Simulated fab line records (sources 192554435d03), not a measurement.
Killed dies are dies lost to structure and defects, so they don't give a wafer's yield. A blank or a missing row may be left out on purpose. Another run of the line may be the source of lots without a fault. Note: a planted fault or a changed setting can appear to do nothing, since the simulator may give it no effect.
A lot that was struck, set against a sound lot | flow n5Finfet | 37 out of 1938 route steps
Sound: wafers L410.3, L410.4, L410.6. Wafers struck: L418.1, L418.3, L418.4. The cause is given at the end.
For every step that has rows: the tool of each side, followed by ch and its chambers, followed by its first start. Under that, the readings that differ: sound wafers | struck wafers | difference of the means | sigmas: that difference in standard deviations of wafers without a fault.
alike: a reading whose means differ by less than 2 such deviations, as well as words and numbers matching on both sides. not compared: withheld readings; readings where some wafer has no value; bounds like >300 that might hide an equal value; numbers whose values overlap and for which the record gives no deviation.
A row with sigmas, a row that says differs or no value, or rows on one side alone: a step with any of these is where the two part. Numbers that don't overlap but have no deviation are shown without sigmas and don't part them. A reading that every wafer of one side lacks parts them only if that side has two wafers or more.

first, 9 steps without rows for these wafers: N5_BEOL_M9_COAT_64 (time 60 s, resist thk 12 nm); N5_BEOL_M9_COAT_75 (time 60 s, resist thk 5 nm); N5_BEOL_M9_COAT_22 (resist thk 30 nm); N5_BEOL_M9_EBR_24; N5_BEOL_M9_SOFTBAKE_23 (time 60 s); N5_BEOL_M9_EXPOSE_25 (exposes mask V8); N5_BEOL_M9_PEB_26 (peb time 60 s); N5_BEOL_M9_DEVELOP_27 (develop time 30 s); N5_BEOL_M9_DESCUM_33 (chemistry O2, time 7 s).
N5_BEOL_M9_ETCH_76: etches underlayer in N2/H2, target depth 6.5 nm, time 5.2 s.
  sound on rieDiel-02 ch 0,3, day 10 08:01; struck on rieDiel-06 ch 0,1,3, day 12 18:27
  alike: drypumpMotorCurrentA, etchRfOnTimeS, n2FlowSccm, oesProductAu, rfVppV, showerheadPlenumPTorr, throttleValvePct
  not compared: rfHoursCounterH
then, 26 steps without rows for these wafers: N5_BEOL_M9_ETCH_65 (etches SiARC in CF4, target depth 15.6 nm, time 26 s); N5_BEOL_M9_ETCH_66 (etches SOC in N2/H2, target depth 80 nm, overetch 16 nm, time 120 s); N5_BEOL_M9_STRIP_69 (strips in N2/H2); N5_BEOL_M9_STRIP_77 (strips in N2/H2); N5_BEOL_M9_VIA_ETCH_34 (etches SiCOH lowk in C4F6/O2, target depth 182.4 nm, time 68.4 s); N5_BEOL_M9_STRIP_73 (strips in C4F6/O2); N5_BEOL_M9_STRIP_36 (strips in N2/H2); N5_BEOL_M9_TRENCH_ETCH_37 (etches SiCOH lowk in C4F6/O2, target depth 151.43 nm, time 49 s); N5_BEOL_M9_ETCH_41 (etches SiCN in CH3F/O2, target depth 36.6 nm, time 70.1 s); N5_BEOL_M9_STRIP_80 (strips in N2/H2, time 10 s); N5_BEOL_M9_HM_STRIP_39 (strips TiN in peroxide tin strip, target depth 25 nm, time 158 s); N5_BEOL_M9_SRD_40 (time 30 s); N5_BEOL_M9_PRECLEAN_42 (cleans in residue remover, time 60 s); N5_BEOL_M9_SRD_43 (time 30 s); N5_BEOL_M9_CURE_72 (cures SiCOH lowk, time 120 s); N5_BEOL_M9_DEGAS_44 (time 60 s); N5_BEOL_M9_PRE_CLEAN_45 (time 30 s); N5_BEOL_M9_ALD_74 (deposits TaN, target thk 2 nm, pulse time 2 s, purge time 3 s); N5_BEOL_M9_SURFACE_TREAT_79; N5_BEOL_M9_CVD_78 (deposits Co from CCTBA/H2, target thk 2 nm, time 138.9 s); N5_BEOL_M9_SPUTTER_48 (material Cu, target thk 12 nm, time 2 s); N5_BEOL_M9_ECD_50 (material Cu, target thk 318 nm); N5_BEOL_M9_ANNEAL_51 (time 90 s); N5_BEOL_M9_CMP_52 (polishes, stops on SiCOH lowk, t overpolish 7 s, target thk 140 nm); N5_BEOL_M9_PRE_CLEAN_55 (time 15 s); N5_BEOL_M9_DEP_56 (deposits SiCN from 3MS/NH3, target thk 15 nm, time 26.5 s).
-- the record jumps here: 3 days lie between the struck wafers' starts before and after (it left off in module BEOL_M9 and takes up again in module PASSIVATION, whose first step shown is number 1936 of the route) --
N5_PASSIVATION_PROBE_49:
  the record has rows for the struck wafers here (prober-01, day 15 09:40) and none for the sound ones

WHERE THEY PART
Only at N5_PASSIVATION_PROBE_49, within this record.

WHY: what had been put in by the simulator
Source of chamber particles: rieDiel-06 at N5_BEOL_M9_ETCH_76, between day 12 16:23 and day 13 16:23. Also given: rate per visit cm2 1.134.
